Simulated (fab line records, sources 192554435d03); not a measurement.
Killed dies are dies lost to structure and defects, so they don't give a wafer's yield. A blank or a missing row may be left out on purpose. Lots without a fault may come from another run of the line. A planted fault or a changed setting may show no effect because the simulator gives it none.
fab line records | flow n5_finfet
record lots=8 wafers=24 last_day=18
route steps=1938 shown BEOL_M3@953 BEOL_M4@1111
lots that met no fault: from a run of the same line without faults
start_h: hours from the record's first day to the start of the lot's first wafer shown | wait_h: hours since the lot's step before | " the same as in the row above | L1.1+2: a row that stands for several wafers | - no value, or no start given | * or withheld: withheld | < > ~ a bound
route shown NAME@n: a module of which the file shows steps, and the number in the route of the first | usual: mean/standard deviation of fault-free wafers | same: alike in all rows | chamber/n: place in a boat | sites: the reading at each site | _std_site: their standard deviation | _edge_site: outer sites' mean less inner sites' | radius_mm: how far each site lies from the wafer's centre | mask NAME#n: copy n | behind: the tool/chamber that last shaped the wafer | hold: why the lot was held/for how many hours/how that ended | device: the transistor (n, p or np) that didn't switch | end of line: the same wafers' tests at the end of the route | a step without rows: its recipe alone | killed: dies lost to structure and defects at the first sort, not the wafer's yield | map: a wafer's dies, x killed, . not, _ none there
set.NAME: the setting as run; set.NAME@STEP: as run at that earlier step | model.NAME: the simulator's own value behind a step, which no gauge read
steps of the route over a sample of lots; a table a step, a row a wafer
services: from which hour (start_h, from the record's first day; less than 0 if before it) a tool's chamber was out of use, for how many hours, and why
## steps
# step N5_BEOL_M3_STRIP_66
# recipe chemistry=CF4 resist=SiARC power_w=300 bias_power_w=75 pressure_mtorr=50 cf4_flow_sccm=150 rf_frequency_hz=6e+07
# usual drypump_motor_current_A=5.9/0.34 oes_product_au=0.80/0.09 rf_vpp_V=271.4/1.7 showerhead_plenum_p_Torr=1.81/0.065 throttle_valve_pct=13.55/0.23
# columns lot.wafer tool chamber start_h wait_h drypump_motor_current_A oes_product_au rf_hours_counter_h rf_vpp_V showerhead_plenum_p_Torr throttle_valve_pct
L742.2 rie_diel-02 0 169.06 0.0 6.5 0.71 219 269.6 1.71 13.78
L742.4 " 3 " " 5.9 0.90 - 270.9 1.83 13.40
L742.6 " 1 " " 5.9 0.75 - 270.6 1.79 13.74
L744.1 rie_diel-06 1 169.83 0.0 6.0 0.68 246 270.7 1.71 13.89
L744.3 " 2 " " 5.9 0.76 129 274.2 1.87 13.31
L744.6 " 2 " " 5.9 0.75 - 273.8 1.87 13.33
L741.1 rie_diel-04 1 187.12 0.0 5.8 0.67 246 270.8 1.77 13.86
L741.5 " 3 " " 5.4 0.82 - 270.8 1.82 13.23
L741.6 " 1 " " 5.9 0.67 - 269.9 1.77 13.85
L749.1 rie_diel-06 3 198.05 0.0 5.8 0.83 74 268.4 1.73 13.70
L749.2 " 0 " " 5.9 0.86 35 272.3 1.84 13.23
L749.4 " 3 " " 5.8 0.84 - 270.5 1.73 13.69
L758.3 rie_diel-06 2 264.87 0.0 5.9 0.73 160 271.2 1.86 13.40
L758.5 " 1 " " 6.0 0.93 - 275.6 1.91 13.38
L758.6 " 2 " " 5.9 0.73 - 273.4 1.86 13.41
L761.1 rie_diel-06 1 282.67 0.0 5.9 0.92 23 273.2 1.91 13.40
L761.2 " 2 " " 6.0 0.73 165 272.9 1.86 13.40
L761.5 " 2 " " 5.9 0.72 - 273.3 1.86 13.40
L763.2 rie_diel-04 3 287.14 0.0 5.4 0.78 97 272.3 1.81 13.33
L763.3 " 2 " " 5.3 0.75 148 272.3 1.88 13.77
L763.4 " 1 " " 5.8 0.96 4 268.4 1.76 13.30
L764.2 rie_diel-06 0 290.81 0.0 5.8 0.83 63 271.9 1.83 13.29
L764.4 " 3 " " 5.8 0.80 101 269.3 1.72 13.76
L764.5 " 1 " " 5.9 0.93 - 274.5 1.91 13.40
# step N5_BEOL_M3_ETCH_77
# recipe chemistry=N2/H2 target=underlayer target_depth_a=65 mask_material=CAR-EUV time_s=5.2 ion_energy_ev=200 pressure_mtorr=30 source_w=840 bias_w=150 n2_flow_sccm=200 h2_flow_sccm=200 ends=cleared
# usual drypump_motor_current_A=5.9/0.35 etch_rf_on_time_s=5.25/0.16 h2_flow_sccm=200.0/0.64 oes_product_au=0.69/0.083 rf_vpp_V=524.4/2.7 showerhead_plenum_p_Torr=2.56/0.093 throttle_valve_pct=17.89/0.27
# columns lot.wafer tool chamber start_h wait_h drypump_motor_current_A etch_rf_on_time_s h2_flow_sccm oes_product_au rf_hours_counter_h rf_vpp_V showerhead_plenum_p_Torr throttle_valve_pct
L742.2 rie_diel-06 2 169.89 0.0 5.9 5.43 200.0 0.62 129 528.7 2.66 17.60
L742.4 " 0 " " 5.9 4.97 201.4 0.78 24 524.7 2.59 17.38
L742.6 " 0 " " 5.9 5.01 200.7 0.78 - 527.1 2.59 17.36
L744.1 rie_diel-06 2 171.52 0.0 6.0 5.45 200.5 0.64 130 527.8 2.66 17.61
L744.3 " 3 " " 5.9 5.24 200.2 0.72 65 523.7 2.48 18.27
L744.6 " 2 " " 5.9 5.46 200.8 0.63 - 526.8 2.66 17.59
L741.1 rie_diel-06 3 187.81 0.0 5.9 5.31 200.0 0.71 70 519.0 2.48 18.30
L741.5 " 2 " " 5.9 5.45 200.4 0.62 - 526.4 2.66 17.63
L741.6 " 0 " " 5.9 5.10 200.0 0.78 - 525.8 2.59 17.37
L749.1 rie_diel-02 2 199.16 0.0 5.2 5.36 199.5 0.77 31 525.4 2.60 17.81
L749.2 " 0 " " 6.5 5.33 200.1 0.60 230 522.1 2.39 18.00
L749.4 " 3 " " 5.9 5.28 201.2 0.76 43 525.9 2.60 17.76
L758.3 rie_diel-06 2 265.71 0.0 6.0 5.48 199.9 0.60 160 528.9 2.65 17.68
L758.5 " 3 " " 5.9 5.29 200.6 0.68 - 521.0 2.47 18.35
L758.6 " 0 " " 5.9 4.90 219.5 0.74 - 524.6 2.64 18.03
L761.1 rie_diel-02 2 283.62 0.0 5.3 5.39 199.8 0.73 58 525.7 2.59 17.89
L761.2 " 1 " " 5.9 5.38 199.6 0.61 180 523.0 2.53 18.27
L761.5 " 2 " " 5.3 5.35 200.9 0.73 - 524.9 2.59 17.85
L763.2 rie_diel-04 1 287.84 0.0 5.7 5.06 199.5 0.85 4 523.0 2.50 17.71
L763.3 " 0 " " 6.4 5.03 200.0 0.82 11 526.0 2.72 17.83
L763.4 " 2 " " 5.4 5.15 200.2 0.65 148 527.6 2.66 18.00
L764.2 rie_diel-02 2 291.72 0.0 5.3 5.42 200.9 0.72 59 527.1 2.58 17.89
L764.4 " 0 " " 6.6 5.12 199.8 0.84 3 528.9 2.70 17.64
L764.5 " 0 " " 6.5 5.08 199.2 0.83 - 526.0 2.70 17.65
# step N5_BEOL_M3_ETCH_69
# recipe chemistry=CF4 target=SiARC target_depth_a=156 mask_material=CAR-EUV time_s=26 ion_energy_ev=80 pressure_mtorr=40 source_w=545 bias_w=36 Ar_flow_sccm=100 cf4_flow_sccm=100 ends=cleared
# usual drypump_motor_current_A=5.9/0.35 etch_rf_on_time_s=26.3/0.77 mfc_ar_sccm=100.0/0.31 oes_product_au=0.69/0.083 rf_vpp_V=184.2/1.2 showerhead_plenum_p_Torr=2.16/0.074 throttle_valve_pct=15.60/0.23
# columns lot.wafer tool chamber start_h wait_h drypump_motor_current_A etch_rf_on_time_s mfc_ar_sccm oes_product_au rf_hours_counter_h rf_vpp_V showerhead_plenum_p_Torr throttle_valve_pct
L742.2 rie_diel-06 2 169.90 0.0 5.9 26.9 100.4 0.63 129 185.6 2.23 15.32
L742.4 " 0 " " 5.8 24.8 99.6 0.79 24 183.3 2.20 15.24
L742.6 " 0 " " 5.8 24.9 99.8 0.79 - 184.1 2.20 15.23
L744.1 rie_diel-06 2 171.54 0.0 5.9 27.2 99.6 0.63 130 185.6 2.23 15.31
L744.3 " 3 " " 5.9 26.3 100.2 0.72 65 182.3 2.08 15.79
L744.6 " 2 " " 5.9 27.0 99.4 0.63 - 185.3 2.23 15.31
L741.1 rie_diel-06 3 187.83 0.0 5.8 26.5 100.0 0.71 70 182.7 2.08 15.78
L741.5 " 2 " " 5.9 27.2 100.2 0.63 - 185.5 2.23 15.34
L741.6 " 0 " " 5.8 24.9 99.9 0.78 - 184.9 2.20 15.27
L749.1 rie_diel-02 2 199.18 0.0 5.3 26.9 100.4 0.76 31 185.1 2.18 15.48
L749.2 " 0 " " 6.6 26.9 100.4 0.59 230 182.8 2.03 15.79
L749.4 " 3 " " 5.9 26.4 99.2 0.75 43 183.8 2.19 15.51
L758.3 rie_diel-06 2 265.72 0.0 6.0 27.3 99.9 0.61 160 185.6 2.22 15.36
L758.5 " 3 " " 5.9 26.7 100.0 0.68 - 182.6 2.07 15.82
L758.6 " 0 " " 5.8 25.2 100.8 0.74 - 185.1 2.19 15.32
L761.1 rie_diel-02 2 283.64 0.0 5.2 27.5 99.8 0.72 58 186.0 2.17 15.53
L761.2 " 1 " " 5.9 27.0 99.5 0.61 180 183.6 2.13 15.86
L761.5 " 2 " " 5.3 27.5 100.0 0.72 - 185.8 2.17 15.55
L763.2 rie_diel-04 1 287.86 0.0 5.8 25.9 99.8 0.84 4 182.9 2.11 15.39
L763.3 " 0 " " 6.3 25.5 99.5 0.81 11 187.2 2.27 15.48
L763.4 " 2 " " 5.4 25.7 99.6 0.65 148 183.8 2.25 15.82
L764.2 rie_diel-02 2 291.74 0.0 5.3 27.1 100.0 0.72 59 183.7 2.17 15.54
L764.4 " 0 " " 6.5 25.1 99.9 0.85 3 185.1 2.28 15.36
L764.5 " 0 " " 6.6 25.3 100.4 0.85 - 185.1 2.28 15.36
# step N5_BEOL_M3_ALD_98
# recipe material=SiO2 target_thk_a=25 temp_c=100 ald_precursor_family=BDEAS ald_co_reactant=O2-plasma pulse_time_s=1 co_reactant_pulse_time_s=1 purge_time_s=2 co_reactant_purge_time_s=2 ald_cycles=17 pressure_torr=2
# usual heater_power_w=77/6.1 precursor_pulse_height_rel=0.999/0.02
# columns lot.wafer tool chamber start_h wait_h heater_power_w precursor_pulse_height_rel
L742.2 ald_sin-02 1 169.98 0.1 76 0.973
L742.4 " 0 " " 86 0.986
L742.6 " 1 " " 77 0.982
L744.1 ald_sin-03 1 171.62 0.1 77 0.985
L744.3 " 3 " " 78 0.957
L744.6 " 1 " " 76 0.974
L741.1 ald_sin-02 2 187.91 0.1 79 1.017
L741.5 " 3 " " 85 1.008
L741.6 " 0 " " 87 0.973
L749.1 ald_sin-02 0 199.26 0.1 88 1.002
L749.2 " 3 " " 85 1.026
L749.4 " 2 " " 80 0.994
L758.3 ald_sin-03 2 265.80 0.1 67 1.005
L758.5 " 1 " " 77 1.004
L758.6 " 0 " " 76 0.965
L761.1 ald_sin-01 1 283.72 0.1 81 1.017
L761.2 " 0 " " 73 1.004
L761.5 " 1 " " 80 0.992
L763.2 ald_sin-01 3 288.05 0.2 71 1.017
L763.3 " 1 " " 80 1.011
L763.4 " 0 " " 75 0.964
L764.2 ald_sin-02 2 291.82 0.1 80 1.011
L764.4 " 0 " " 90 0.998
L764.5 " 3 " " 82 1.001
# step N5_BEOL_M4_RC_MEAS_101
# usual DIBL_N=37.1/1.8 DIBL_P=37.2/2.1 IOFF_N=0.17/0.033 IOFF_P=0.22/0.037 ION_N=680/11 ION_P=464/7.7 SS_N=71.7/0.63 SS_P=73.6/0.67 VT_N=248.9/2.9 VT_P=-251/3.6
# columns lot.wafer tool chamber start_h wait_h DIBL_N[mV/V] DIBL_P[mV/V] IOFF_N[nA/um] IOFF_P[nA/um] ION_N[uA/um] ION_P[uA/um] SS_N[mV/dec] SS_P[mV/dec] VT_N[mV] VT_P[mV]
L744.1 prober-02 0 190.94 0.0 38.7 40.6 0.22 0.26 701 473 72.0 74.6 242.9 -248
L744.3 " 0 " " 35.8 36.7 0.14 0.18 676 455 71.4 73.2 251.4 -256
L744.6 " 0 " " 34.1 33.8 0.12 0.15 667 454 71.0 72.5 251.3 -256
L742.2 prober-02 0 193.68 0.2 37.2 37.9 0.19 0.27 674 466 71.7 73.9 244.5 -245
L742.4 " 0 " " 34.4 34.7 0.15 0.20 675 464 72.2 72.8 250.0 -248
L742.6 " 0 " " 36.1 36.9 0.16 0.24 679 473 72.1 74.3 250.0 -245
L741.1 prober-02 0 213.05 0.0 37.9 37.9 0.17 0.20 671 454 72.0 73.3 250.8 -250
L741.5 " 0 " " 38.6 38.6 0.19 0.22 677 459 72.0 73.4 247.7 -249
L741.6 " 0 " " 38.9 40.7 0.21 0.26 713 480 71.7 73.4 244.9 -249
L749.1 prober-01 0 219.82 0.0 37.7 37.9 0.15 0.19 665 458 71.3 74.0 251.8 -255
L749.2 " 0 " " 37.6 37.6 0.16 0.18 673 454 71.9 72.9 252.4 -257
L749.4 " 0 " " 34.5 35.4 0.11 0.15 655 452 70.6 73.1 255.9 -258
L758.3 prober-01 0 286.01 0.3 36.6 36.0 0.15 0.20 673 461 71.4 73.1 251.9 -249
L758.5 " 0 " " 35.4 34.3 0.13 0.18 687 472 71.3 73.1 251.6 -252
L758.6 " 0 " " 39.7 38.6 0.21 0.24 671 455 72.8 73.6 248.7 -250
L761.1 prober-02 0 313.82 0.0 35.7 35.8 0.15 0.21 669 465 71.6 73.1 250.2 -251
L761.2 " 0 " " 35.8 34.0 0.15 0.19 673 461 72.0 72.5 251.8 -252
L761.5 " 0 " " 37.6 37.0 0.17 0.22 674 468 72.0 73.2 251.1 -249
L763.2 prober-02 0 322.86 0.2 39.5 39.0 0.18 0.24 664 463 71.9 73.9 249.3 -248
L763.3 " 0 " " 40.7 38.9 0.21 0.24 678 461 73.2 74.5 247.9 -247
L763.4 " 0 " " 37.4 35.8 0.16 0.20 680 461 71.3 73.8 250.8 -250
L764.2 prober-02 0 325.78 0.2 40.8 40.8 0.27 0.34 703 477 73.1 74.0 242.1 -241
L764.4 " 0 " " 35.2 34.0 0.13 0.20 677 463 72.0 72.0 251.3 -248
L764.5 " 0 " " 37.1 36.9 0.18 0.25 679 467 71.7 73.6 248.0 -244
## services
# columns tool chamber start_h hours kind
rie_diel-02 2 161.44 8.3 repair
ald_sin-01 - 178.19 14.0 pm
rie_diel-06 1 180.43 - clean
rie_diel-06 1 180.43 - consumable_replace:focus_ring
rie_diel-06 1 180.43 - consumable_replace:showerhead
rie_diel-06 1 180.43 19.7 scheduled_down
rie_diel-06 1 180.43 19.7 vent_cycle
rie_diel-02 1 183.49 5.8 repair
rie_diel-02 - 199.34 2.8 pm
ald_sin-03 - 202.41 6.0 pm
ald_sin-03 - 213.12 1.4 repair
ald_sin-02 - 223.80 15.6 pm
rie_diel-04 0 228.92 - clean
ald_sin-03 - 254.56 0.3 repair
ald_sin-01 - 255.16 6.1 pm
rie_diel-06 1 256.96 4.2 repair
ald_sin-02 0 263.31 2.3 repair
rie_diel-02 0 265.89 - clean
rie_diel-02 0 265.89 - consumable_replace:focus_ring
rie_diel-02 0 265.89 - consumable_replace:showerhead
rie_diel-02 0 265.89 15.8 scheduled_down
rie_diel-02 0 265.89 15.8 vent_cycle
ald_sin-01 2 266.69 6.0 repair
ald_sin-02 - 269.46 14.0 pm
## key
first_sign step=N5_BEOL_M3_ETCH_77 reading=h2_flow_sccm direction=up sigmas=31 usual=200.0 struck=219.5
effect none on later readings
met_at N5_BEOL_M3_ETCH_77
struck_lots L758
struck_wafers L758.6
not_acting_at N5_BEOL_M3_STRIP_66,N5_BEOL_M3_ETCH_69,N5_BEOL_M3_ALD_98
onset_between 187.81 265.71
fault kind=process_parameter_drift tool=rie_diel-06 chamber=0 onset_h=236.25 steps=N5_BEOL_M3_ETCH_77 channel=h2_flow_sccm offset=20 shape=step end_h=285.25 acts_in=these_recipes_only stated=200
